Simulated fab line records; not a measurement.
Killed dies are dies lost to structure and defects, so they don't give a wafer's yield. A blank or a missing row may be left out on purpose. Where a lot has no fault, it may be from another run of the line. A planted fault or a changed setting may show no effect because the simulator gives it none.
fab line records | flow nand_harc
record: lots: 5 | wafers: 15 | last_day: 34
route steps=1302 shown A_SLIT@930
lots untouched by any fault: they come from a run of this same line in which no faults occurred
start_h: hours from the record's opening day to when the first of the lot's shown wafers began | wait_h: hours from the lot's prior step to this one | " identical to the entry in the row above | L1.1+2: a row that stands for several wafers | - no value present, or no start provided | * or withheld: withheld | < > ~ a bound
route shown NAME@n: a module of which the file shows steps, and the number in the route of the first | usual: the fault-free wafers' mean and standard deviation | same: alike in all rows | chamber/n: place in a boat | sites: each site's reading | _std_site: how widely they spread, as a standard deviation | _edge_site: the outer-site mean with the inner-site mean subtracted | radius_mm: for every site, how far away it sits from the centre of the wafer | mask NAME#n: copy n | behind: the most recent tool/chamber to have shaped the wafer | hold: cause of the lot's hold/its duration in hours/its outcome | device: the n, p or np transistor that did not switch | end of line: the route-end tests of the same wafers | step lacking rows: just its recipe | killed: the dies lost at the first sort to structure and to defects; this is not the yield of the wafer | map: per-die view of a wafer (x killed, . not killed, _ where there is no die)
set.NAME: the setting that was run; set.NAME@STEP: the one run at that earlier step | model.NAME: the simulator's own value behind a step, which no gauge read
lots seen at some steps along the route; tables by step, rows by wafer
services: from which hour (start_h, from the record's first day; less than 0 if before it) a tool's chamber was out of use, for how many hours, and why
== steps ==
step: NHARC_A_SLIT_EXPOSE_06
recipe: na: 1.35 | dose_mj: 60.82 | mask_id: SLIT
step: NHARC_A_SLIT_PEB_07
recipe: peb_temp_c: 100 | peb_time_s: 65
step: NHARC_A_SLIT_DEVELOP_08
recipe: develop_time_s: 35 | dev_temp_c: 23
step: NHARC_A_SLIT_CD_MEAS_09
recipe: target_cd_nm: 300 | landing_energy_ev: 500
usual: cd_nm: 300.0/0.56
lot.wafer | tool      | chamber | start_h | wait_h | cd_nm
L214.1    | cd_sem-03 | 0       | 472.30  | -      | 299.7
L214.4    | "         | 0       | "       | "      | 299.5
L214.6    | "         | 0       | "       | "      | 299.4
L216.1    | cd_sem-03 | 0       | 489.71  | -      | 299.4
L216.3    | "         | 0       | "       | "      | 299.1
L216.4    | "         | 0       | "       | "      | 300.0
L224.1    | cd_sem-01 | 0       | 601.45  | -      | 299.8
L224.3    | "         | 0       | "       | "      | 299.5
L224.5    | "         | 0       | "       | "      | 299.5
L232.1    | cd_sem-02 | 0       | 674.96  | -      | 300.2
L232.4    | "         | 0       | "       | "      | 300.4
L232.5    | "         | 0       | "       | "      | 299.5
L233.1    | cd_sem-02 | 0       | 685.61  | -      | 299.8
L233.2    | "         | 0       | "       | "      | 299.5
L233.6    | "         | 0       | "       | "      | 299.4
step: NHARC_A_SLIT_OVL_MEAS_10
usual: overlay_x_nm: -0.1/0.96 | overlay_y_nm: -0.1/0.82
lot.wafer | tool       | chamber | start_h | wait_h | overlay_x_nm | overlay_y_nm
L214.1    | overlay-01 | -       | 472.39  | -      | -1.6         | -0.8
L214.4    | "          | -       | "       | "      | -1.9         | -0.9
L214.6    | "          | -       | "       | "      | -1.9         | -1.5
L216.1    | overlay-02 | -       | 489.80  | -      | 0.9          | 0.2
L216.3    | "          | -       | "       | "      | 1.0          | 0.8
L216.4    | "          | -       | "       | "      | 1.1          | 0.7
L224.1    | overlay-02 | -       | 601.54  | -      | -0.8         | -0.4
L224.3    | "          | -       | "       | "      | -1.0         | 0.3
L224.5    | "          | -       | "       | "      | -0.7         | -0.1
L232.1    | overlay-02 | -       | 675.05  | -      | 0.1          | 0.1
L232.4    | "          | -       | "       | "      | 0.2          | 0.4
L232.5    | "          | -       | "       | "      | 0.1          | 0.3
L233.1    | overlay-01 | -       | 685.70  | -      | -0.8         | 1.1
L233.2    | "          | -       | "       | "      | -0.9         | 1.4
L233.6    | "          | -       | "       | "      | -1.3         | 0.8
step: NHARC_A_SLIT_INSPECT_11
usual: raw_defect_count: 59/29
lot.wafer | tool              | chamber | start_h | wait_h | raw_defect_count
L214.1    | defect_inspect-01 | -       | 472.42  | 0.0    | 63
L214.4    | "                 | -       | "       | "      | 69
L214.6    | "                 | -       | "       | "      | 66
L216.1    | defect_inspect-02 | -       | 489.83  | 0.0    | 61
L216.3    | "                 | -       | "       | "      | 57
L216.4    | "                 | -       | "       | "      | 70
L224.1    | defect_inspect-01 | -       | 601.57  | 0.0    | 67
L224.3    | "                 | -       | "       | "      | 60
L224.5    | "                 | -       | "       | "      | 46
L232.1    | defect_inspect-02 | -       | 675.08  | 0.0    | 31
L232.4    | "                 | -       | "       | "      | 34
L232.5    | "                 | -       | "       | "      | 34
L233.1    | defect_inspect-01 | -       | 685.74  | 0.0    | 10
L233.2    | "                 | -       | "       | "      | 8
L233.6    | "                 | -       | "       | "      | 10
step: NHARC_A_SLIT_DESCUM_14
recipe: time_s: 3 | o2_flow_sccm: 200 | ar_flow_sccm: 0 | bias_power_w: 0 | chemistry: O2
usual: chamber_pressure_mTorr: 60.00/0.053 | drypump_motor_current_A: 5.7/0.49 | mfc_ar_sccm: 0.020/0.015 | oes_product_au: 0.998/0.01 | rf_vpp_V: 57.9/0.82 | showerhead_plenum_p_Torr: 1.94/0.079 | throttle_valve_pct: 11.311/0.0082
lot.wafer | tool        | chamber | start_h | wait_h | chamber_pressure_mTorr | drypump_motor_current_A | mfc_ar_sccm | oes_product_au | rf_hours_counter_h | rf_vpp_V | showerhead_plenum_p_Torr | throttle_valve_pct
L214.4    | rie_diel-02 | 2       | 472.49  | 0.1    | 60.02                  | 5.9                     | 0.035       | 0.977          | 5.8                | 56.9     | 1.92                     | 11.318
L214.1    | "           | 0       | "       | "      | 59.98                  | 4.9                     | 0.043       | 0.987          | 5.3                | 56.6     | 1.98                     | 11.323
L214.6    | "           | 2       | "       | "      | 60.03                  | 5.9                     | 0.035       | 0.976          | -                  | 58.4     | 1.92                     | 11.315
L216.1    | rie_diel-05 | 1       | 489.89  | 0.1    | 60.00                  | 5.8                     | 0.027       | 0.977          | 3.3                | 58.5     | 1.81                     | 11.310
L216.4    | "           | 3       | "       | "      | 59.98                  | 6.1                     | 0           | 1.008          | 3.2                | 57.3     | 1.90                     | 11.299
L216.3    | "           | 0       | "       | "      | 60.00                  | 5.1                     | 0           | 0.996          | 3.8                | 57.8     | 1.97                     | 11.303
L224.1    | rie_diel-01 | 0       | 601.63  | 0.1    | 60.08                  | 6.3                     | 0.006       | 1.015          | 1.4                | 58.5     | 1.99                     | 11.296
L224.3    | "           | 2       | "       | "      | 60.08                  | 5.4                     | 0.019       | 1.005          | 2.3                | 57.9     | 1.80                     | 11.318
L224.5    | "           | 0       | "       | "      | 60.05                  | 6.3                     | 0.006       | 0.995          | -                  | 58.7     | 1.99                     | 11.301
L232.1    | rie_diel-01 | 1       | 675.15  | 0.1    | 60.08                  | 6.0                     | 0.025       | 1.016          | 6.9                | 58.6     | 1.98                     | 11.301
L232.4    | "           | 3       | "       | "      | 60.08                  | 6.1                     | 0.032       | 0.993          | 8.3                | 58.5     | 2.03                     | 11.318
L232.5    | "           | 0       | "       | "      | 60.03                  | 6.3                     | 0.006       | 0.990          | -                  | 57.2     | 1.98                     | 11.310
L233.1    | rie_diel-05 | 2       | 685.81  | 0.1    | 59.95                  | 5.0                     | 0           | 0.999          | 3.6                | 57.2     | 2.02                     | 11.317
L233.2    | "           | 3       | "       | "      | 59.99                  | 6.1                     | 0           | 1.010          | 3.8                | 57.7     | 1.89                     | 11.308
L233.6    | "           | 2       | "       | "      | 59.95                  | 5.0                     | 0           | 1.003          | -                  | 59.5     | 2.03                     | 11.314
step: NHARC_A_SLIT_ETCH_24
recipe: target_depth_a: 1210 | time_s: 60.5 | cf4_flow_sccm: 100 | chf3_flow_sccm: 30 | ar_flow_sccm: 0 | rf_w: 500 | bias_w: 200 | chemistry: CF4/CHF3
usual: chamber_pressure_mTorr: 25.000/0.022 | drypump_motor_current_A: 5.7/0.49 | mfc_ar_sccm: 0.020/0.015 | oes_product_au: 0.959/0.015 | rf_vpp_V: 371.3/2.2 | run_length_s: 81.9/0.49 | showerhead_plenum_p_Torr: 1.59/0.061 | throttle_valve_pct: 16.801/0.0099
lot.wafer | tool        | chamber | start_h | wait_h | chamber_pressure_mTorr | drypump_motor_current_A | mfc_ar_sccm | oes_product_au | rf_hours_counter_h | rf_vpp_V | run_length_s | showerhead_plenum_p_Torr | throttle_valve_pct
L214.1    | rie_diel-02 | 1       | 472.58  | 0.1    | 24.968                 | 5.3                     | 0.038       | 0.963          | 5.8                | 368.8    | 81.6         | 1.53                     | 16.802
L214.4    | "           | 2       | "       | "      | 24.970                 | 5.9                     | 0.035       | 0.960          | 5.9                | 370.8    | 82.2         | 1.58                     | 16.796
L214.6    | "           | 0       | "       | "      | 24.996                 | 4.9                     | 0.043       | 0.980          | -                  | 373.0    | 81.0         | 1.62                     | 16.814
L216.4    | rie_diel-05 | 3       | 489.98  | 0.1    | 25.010                 | 6.1                     | 0           | 0.942          | 3.2                | 371.5    | 81.5         | 1.56                     | 16.808
L216.1    | "           | 0       | "       | "      | 24.988                 | 5.0                     | 0           | 0.935          | 3.8                | 371.1    | 81.4         | 1.62                     | 16.814
L216.3    | "           | 1       | "       | "      | 25.023                 | 5.8                     | 0.027       | 0.917          | 3.3                | 367.9    | 81.4         | 1.49                     | 16.819
L224.3    | rie_diel-01 | 1       | 601.72  | 0.1    | 24.999                 | 6.1                     | 0.025       | 0.969          | 2.2                | 372.7    | 81.7         | 1.63                     | 16.789
L224.1    | "           | 3       | "       | "      | 24.991                 | 6.1                     | 0.032       | 0.967          | 1.5                | 374.0    | 81.7         | 1.66                     | 16.785
L224.5    | "           | 1       | "       | "      | 24.983                 | 6.0                     | 0.025       | 0.968          | -                  | 374.5    | 81.5         | 1.63                     | 16.802
L232.1    | rie_diel-01 | 1       | 675.23  | 0.1    | 25.028                 | 6.1                     | 0.025       | 0.972          | 6.9                | 372.1    | 81.9         | 1.63                     | 16.794
L232.4    | "           | 2       | "       | "      | 25.009                 | 5.3                     | 0.019       | 0.970          | 6.8                | 367.8    | 82.2         | 1.48                     | 16.783
L232.5    | "           | 1       | "       | "      | 25.032                 | 6.1                     | 0.025       | 0.970          | -                  | 373.1    | 81.5         | 1.63                     | 16.812
L233.2    | rie_diel-05 | 3       | 685.89  | 0.1    | 25.021                 | 6.1                     | 0           | 0.987          | 3.8                | 371.2    | 81.1         | 1.56                     | 16.804
L233.1    | "           | 1       | "       | "      | 25.022                 | 5.8                     | 0.027       | 0.949          | 4.2                | 368.7    | 81.8         | 1.49                     | 16.793
L233.6    | "           | 3       | "       | "      | 25.011                 | 6.1                     | 0           | 0.990          | -                  | 371.2    | 81.6         | 1.56                     | 16.768
step: NHARC_A_SLIT_ETCH_15
recipe: target_depth_a: 62000 | over_etch_frac: 0.3 | time_s: 1612 | ion_energy_ev: 150 | o2_flow_sccm: 400 | cos_flow_sccm: 20 | ar_flow_sccm: 0 | rf_w: 500 | bias_w: 300 | chemistry: O2/COS
usual: chamber_pressure_mTorr: 19.999/0.021 | drypump_motor_current_A: 5.7/0.49 | mfc_ar_sccm: 0.020/0.015 | oes_product_au: 0.998/0.01 | rf_vpp_V: 314.8/2.1 | run_length_s: 1633.4/0.48 | showerhead_plenum_p_Torr: 3.16/0.13 | throttle_valve_pct: 28.330/0.0089
lot.wafer | tool        | chamber | start_h | wait_h | chamber_pressure_mTorr | drypump_motor_current_A | mfc_ar_sccm | oes_product_au | rf_hours_counter_h | rf_vpp_V | run_length_s | showerhead_plenum_p_Torr | throttle_valve_pct
L214.1    | rie_diel-02 | 2       | -       | -      | 19.971                 | 5.9                     | 0.035       | 0.979          | 6.1                | 313.4    | 1633.8       | 3.13                     | 28.323
L214.4    | "           | 3       | "       | "      | 19.982                 | 4.9                     | 0           | 1.008          | 5.7                | 315.3    | 1634.0       | 3.23                     | 28.335
L214.6    | "           | 3       | "       | "      | 20.013                 | 4.9                     | 0           | 1.002          | -                  | 316.1    | 1634.6       | 3.23                     | 28.331
L216.4    | rie_diel-05 | 2       | -       | -      | 20.013                 | 5.0                     | 0           | 0.990          | 2.9                | 316.7    | 1633.2       | 3.30                     | 28.343
L216.3    | "           | 3       | "       | "      | 19.991                 | 6.1                     | 0           | 1.016          | 3.4                | 313.3    | 1633.1       | 3.10                     | 28.328
L216.1    | "           | 0       | "       | "      | 20.028                 | 5.1                     | 0           | 1.007          | 4.1                | 314.4    | 1632.7       | 3.21                     | 28.332
L224.1    | rie_diel-01 | 0       | -       | -      | 19.982                 | 6.3                     | 0.006       | 0.998          | 1.6                | 316.2    | 1633.5       | 3.23                     | 28.335
L224.3    | "           | 1       | "       | "      | 19.996                 | 6.1                     | 0.025       | 1.004          | 2.4                | 315.0    | 1633.2       | 3.23                     | 28.337
L224.5    | "           | 2       | "       | "      | 19.968                 | 5.4                     | 0.019       | 0.984          | -                  | 310.0    | 1634.1       | 2.94                     | 28.339
L232.1    | rie_diel-01 | 1       | -       | -      | 19.984                 | 6.1                     | 0.025       | 1.017          | 7.2                | 315.9    | 1633.0       | 3.23                     | 28.330
L232.4    | "           | 3       | "       | "      | 20.005                 | 6.1                     | 0.032       | 0.989          | 8.6                | 317.9    | 1633.6       | 3.30                     | 28.317
L232.5    | "           | 2       | "       | "      | 20.047                 | 5.4                     | 0.019       | 0.993          | -                  | 312.4    | 1633.9       | 2.94                     | 28.325
L233.1    | rie_diel-05 | 2       | -       | -      | 19.993                 | 5.0                     | 0           | 1.002          | 3.8                | 317.0    | 1633.0       | 3.29                     | 28.325
L233.2    | "           | 1       | "       | "      | 20.015                 | 5.8                     | 0.027       | 0.991          | 4.5                | 311.5    | 1632.9       | 2.96                     | 28.325
L233.6    | "           | 2       | "       | "      | 19.987                 | 5.0                     | 0           | 1.007          | -                  | 316.7    | 1633.1       | 3.29                     | 28.331
step: NHARC_A_SLIT_ETCH_17
recipe: bias_v: 900 | source_w: withheld | pressure_mtorr: 20 | ar_flow_sccm: 375 | c4f8_flow_sccm: 83.3 | o2_flow_sccm: 41.7 | time_s: 4254.5 | target_depth_a: 2.03e+05 | chemistry: C4F8/O2/Ar
step: NHARC_A_SLIT_ETCH_26
recipe: bias_v: 400 | source_w: 2000 | pressure_mtorr: 25 | time_s: 90 | ar_flow_sccm: 375 | c4f8_flow_sccm: 41.7 | o2_flow_sccm: 83.3 | target_depth_a: 4000 | chemistry: C4F8/O2/Ar
usual: chamber_pressure_mTorr: 25.000/0.023 | drypump_motor_current_A: 6.03/0.13 | mfc_ar_sccm: 375.2/1 | oes_air_line_au: 1.000/0.02 | run_length_s: 121.3/0.3 | showerhead_plenum_p_Torr: 3.67/0.036 | throttle_valve_pct: 27.619/0.0095
lot.wafer | tool        | chamber | start_h | wait_h | chamber_pressure_mTorr | drypump_motor_current_A | mfc_ar_sccm | oes_air_line_au | rf_hours_counter_h | run_length_s | showerhead_plenum_p_Torr | throttle_valve_pct
L214.1    | har_etch-01 | 1       | 483.37  | 2.5    | 24.977                 | 5.85                    | 374.7       | 0.975           | 271                | 121.9        | 3.67                     | 27.624
L214.4    | "           | 0       | "       | "      | 24.970                 | 6.09                    | 376.1       | 1.010           | -                  | 121.2        | 3.67                     | 27.641
L214.6    | "           | 1       | "       | "      | 24.993                 | 5.87                    | 374.0       | 0.983           | -                  | 121.8        | 3.67                     | 27.619
L216.1    | har_etch-01 | 1       | 494.78  | 3.0    | 24.962                 | 5.85                    | 375.5       | 0.986           | 279                | 121.5        | 3.67                     | 27.617
L216.4    | "           | 1       | "       | "      | 24.964                 | 5.81                    | 375.4       | 0.980           | -                  | 121.4        | 3.67                     | 27.609
L216.3    | "           | 0       | "       | "      | 25.027                 | 6.09                    | 375.2       | 1.006           | -                  | 121.2        | 3.67                     | 27.625
L224.1    | har_etch-02 | 1       | 607.04  | 3.0    | 24.979                 | 6.18                    | 375.9       | 1.011           | 126                | 120.9        | 3.68                     | 27.613
L224.3    | "           | 0       | "       | "      | 24.976                 | 6.00                    | 375.4       | 1.014           | -                  | 121.6        | 3.68                     | 27.612
L224.5    | "           | 1       | "       | "      | 24.976                 | 6.17                    | 375.7       | 1.016           | -                  | 121.7        | 3.68                     | 27.619
L232.1    | har_etch-01 | 1       | 680.04  | 2.4    | 24.966                 | 5.87                    | 374.4       | 0.992           | 379                | 121.3        | 3.61                     | 27.620
L232.4    | "           | 1       | "       | "      | 24.981                 | 5.88                    | 373.0       | 0.985           | -                  | 121.9        | 3.61                     | 27.625
L232.5    | "           | 0       | "       | "      | 25.012                 | 6.09                    | 377.1       | 1.013           | -                  | 120.9        | 3.61                     | 27.622
L233.2    | har_etch-02 | 1       | 690.73  | 3.1    | 24.988                 | 6.18                    | 375.2       | 1.002           | 172                | 121.3        | 3.65                     | 27.604
L233.1    | "           | 0       | "       | "      | 25.031                 | 5.99                    | 376.8       | 0.989           | 172                | 121.5        | 3.65                     | 27.619
L233.6    | "           | 0       | "       | "      | 24.996                 | 5.97                    | 374.2       | 1.003           | -                  | 121.8        | 3.65                     | 27.621
step: NHARC_A_SLIT_STRIP_28
recipe: o2_flow_sccm: 400 | cos_flow_sccm: 20 | ar_flow_sccm: 0 | bias_w: 0 | chemistry: O2/COS
step: NHARC_A_SLIT_ETCH_29
recipe: target_depth_a: 1000 | overetch_a: 100 | time_s: 55 | ion_energy_ev: 100 | cf4_flow_sccm: 80 | o2_flow_sccm: 20 | ar_flow_sccm: 0 | rf_w: 300 | bias_w: 100 | chemistry: CF4/O2
usual: chamber_pressure_mTorr: 30.003/0.026 | drypump_motor_current_A: 5.5/0.51 | mfc_ar_sccm: 0.019/0.017 | oes_product_au: 0.998/0.011 | rf_vpp_V: 198.2/1.3 | run_length_s: 76.3/0.51 | showerhead_plenum_p_Torr: 1.35/0.051 | throttle_valve_pct: 13.397/0.0097
lot.wafer | tool        | chamber | start_h | wait_h | chamber_pressure_mTorr | drypump_motor_current_A | mfc_ar_sccm | oes_product_au | rf_hours_counter_h | rf_vpp_V | run_length_s | showerhead_plenum_p_Torr | throttle_valve_pct
L214.1    | rie_diel-01 | 2       | 484.25  | 0.1    | 30.002                 | 5.4                     | 0.019       | 0.990          | 3.6                | 195.5    | 76.8         | 1.26                     | 13.393
L214.4    | "           | 2       | "       | "      | 29.971                 | 5.4                     | 0.019       | 0.985          | -                  | 195.1    | 76.8         | 1.26                     | 13.399
L214.6    | "           | 3       | "       | "      | 30.051                 | 6.1                     | 0.032       | 1.001          | -                  | 198.2    | 76.1         | 1.42                     | 13.407
L216.4    | rie_diel-05 | 2       | 495.66  | 0.1    | 30.004                 | 5.0                     | 0           | 0.999          | 3.7                | 200.1    | 76.4         | 1.41                     | 13.403
L216.1    | "           | 0       | "       | "      | 29.989                 | 5.1                     | 0           | 1.003          | 4.4                | 199.0    | 75.7         | 1.37                     | 13.397
L216.3    | "           | 1       | "       | "      | 29.997                 | 5.8                     | 0.027       | 0.997          | 4.3                | 196.5    | 76.0         | 1.27                     | 13.415
L224.1    | rie_diel-05 | 1       | 607.93  | 0.1    | 30.050                 | 5.8                     | 0.027       | 0.986          | 0.7                | 196.0    | 75.8         | 1.26                     | 13.394
L224.3    | "           | 2       | "       | "      | 30.016                 | 5.0                     | 0           | 1.010          | 0.7                | 199.0    | 76.3         | 1.41                     | 13.396
L224.5    | "           | 0       | "       | "      | 29.943                 | 5.1                     | 0           | 1.007          | -                  | 199.0    | 71.2         | 1.37                     | 13.402
L232.1    | rie_diel-02 | 0       | 680.90  | 0.1    | 30.019                 | 5.0                     | 0.043       | 1.002          | 5.6                | 197.9    | 75.9         | 1.37                     | 13.394
L232.4    | "           | 2       | "       | "      | 29.976                 | 5.9                     | 0.035       | 0.997          | 5.2                | 196.8    | 76.9         | 1.34                     | 13.391
L232.5    | "           | 1       | "       | "      | 29.984                 | 5.3                     | 0.038       | 1.012          | -                  | 197.0    | 75.9         | 1.29                     | 13.428
L233.2    | rie_diel-01 | 0       | 691.62  | 0.1    | 29.964                 | 6.2                     | 0.006       | 1.006          | 8.2                | 197.5    | 76.6         | 1.38                     | 13.414
L233.1    | "           | 1       | "       | "      | 30.005                 | 6.1                     | 0.025       | 1.023          | 8.5                | 199.6    | 76.8         | 1.38                     | 13.398
L233.6    | "           | 1       | "       | "      | 30.009                 | 6.0                     | 0.025       | 1.029          | -                  | 199.1    | 76.1         | 1.38                     | 13.394
step: NHARC_A_SLIT_STRIP_18
recipe: o2_flow_sccm: 500 | ar_flow_sccm: 0 | bias_w: 0 | chemistry: O2
usual: chamber_pressure_mTorr: 60.00/0.055 | drypump_motor_current_A: 5.6/0.5 | mfc_ar_sccm: 0.019/0.016 | oes_product_au: 1.000/0.011 | rf_vpp_V: 57.9/0.88 | showerhead_plenum_p_Torr: 3.57/0.13 | throttle_valve_pct: 17.036/0.0083
lot.wafer | tool        | chamber | start_h | wait_h | chamber_pressure_mTorr | drypump_motor_current_A | mfc_ar_sccm | oes_product_au | rf_hours_counter_h | rf_vpp_V | showerhead_plenum_p_Torr | throttle_valve_pct
L214.1    | rie_diel-01 | 2       | -       | -      | 59.97                  | 5.4                     | 0.019       | 0.986          | 3.6                | 59.0     | 3.33                     | 17.052
L214.4    | "           | 0       | "       | "      | 60.05                  | 6.3                     | 0.006       | 0.989          | -                  | 58.7     | 3.66                     | 17.040
L214.6    | "           | 2       | "       | "      | 59.90                  | 5.4                     | 0.019       | 0.993          | -                  | 57.4     | 3.33                     | 17.041
L216.1    | rie_diel-05 | 1       | -       | -      | 60.09                  | 5.8                     | 0.027       | 0.987          | 4.3                | 57.2     | 3.35                     | 17.031
L216.3    | "           | 2       | "       | "      | 60.00                  | 5.0                     | 0           | 1.006          | 3.7                | 57.5     | 3.72                     | 17.022
L216.4    | "           | 3       | "       | "      | 59.97                  | 6.1                     | 0           | 1.015          | 3.8                | 56.6     | 3.50                     | 17.041
L224.1    | rie_diel-05 | 2       | -       | -      | 60.03                  | 5.0                     | 0           | 0.998          | 0.7                | 59.2     | 3.72                     | 17.033
L224.3    | "           | 3       | "       | "      | 60.00                  | 6.1                     | 0           | 1.015          | 1.0                | 59.3     | 3.50                     | 17.048
L224.5    | "           | 2       | "       | "      | 60.01                  | 5.0                     | 0           | 1.004          | -                  | 57.5     | 3.72                     | 17.046
L232.4    | rie_diel-02 | 2       | -       | -      | 59.90                  | 5.9                     | 0.035       | 1.002          | 5.3                | 57.0     | 3.53                     | 17.044
L232.1    | "           | 0       | "       | "      | 60.05                  | 4.9                     | 0.043       | 1.013          | 5.6                | 58.4     | 3.63                     | 17.035
L232.5    | "           | 1       | "       | "      | 59.98                  | 5.3                     | 0.038       | 1.014          | -                  | 57.3     | 3.42                     | 17.047
L233.2    | rie_diel-01 | 3       | -       | -      | 59.94                  | 6.1                     | 0.032       | 0.997          | 9.9                | 57.2     | 3.73                     | 17.030
L233.1    | "           | 2       | "       | "      | 60.00                  | 5.4                     | 0.019       | 0.996          | 8.9                | 56.3     | 3.33                     | 17.033
L233.6    | "           | 3       | "       | "      | 59.97                  | 6.1                     | 0.032       | 0.990          | -                  | 59.3     | 3.73                     | 17.042
== services ==
tool        | chamber | start_h | hours | kind
rie_diel-01 | 0       | 463.38  | -     | clean
rie_diel-01 | 1       | 463.38  | -     | clean
rie_diel-01 | 2       | 463.38  | -     | clean
rie_diel-01 | 3       | 463.38  | -     | clean
rie_diel-05 | 0       | 464.60  | -     | clean
rie_diel-05 | 1       | 464.60  | -     | clean
rie_diel-05 | 2       | 464.60  | -     | clean
rie_diel-05 | 3       | 464.60  | -     | clean
rie_diel-01 | 1       | 466.54  | 23.9  | repair
rie_diel-02 | -       | 499.38  | 0.3   | repair
rie_diel-05 | 2       | 534.06  | 5.2   | repair
rie_diel-02 | 3       | 546.71  | 4.5   | repair
rie_diel-01 | -       | 557.88  | 9.0   | pm
rie_diel-05 | 2       | 568.75  | 5.2   | repair
rie_diel-02 | -       | 570.70  | 9.0   | pm
rie_diel-05 | 0       | 573.58  | 16.8  | repair
rie_diel-05 | -       | 583.60  | 9.0   | pm
rie_diel-02 | 1       | 606.36  | 1.5   | repair
rie_diel-01 | 2       | 607.30  | 20.7  | repair
rie_diel-01 | -       | 623.15  | 1.1   | repair
rie_diel-01 | -       | 633.49  | 0.4   | repair
rie_diel-01 | 3       | 669.42  | 4.8   | repair
rie_diel-02 | 1       | 683.03  | 7.8   | repair
rie_diel-02 | 2       | 690.99  | 4.4   | repair
== key ==
first_sign: step: NHARC_A_SLIT_ETCH_29 | reading: run_length_s | direction: down | sigmas: 10 | usual: * | struck: *
effect none on later readings
met_at NHARC_A_SLIT_ETCH_29
struck_wafers L224.5
sort_left_out L224.5
tester_left_out L224
onset_between 495.66 607.93
fault: kind: process_parameter_drift | tool: rie_diel-05 | chamber: 0 | onset_h: 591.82 | steps: NHARC_A_SLIT_ETCH_29 | channel: time_s | offset: * | shape: step | end_h: 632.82 | acts_in: * | stated: *
tester_left_out: of these lots the tester's yield and bins aren't shown, on N5 and GAA mostly nor the transistor test; their killed dies are dies lost to structure and defects alone, not to doping, threshold or leakage, so they don't give the yield
sort_left_out: the simulated sort isn't trusted on such a fault, so these wafers' sort isn't shown, and their yield isn't known
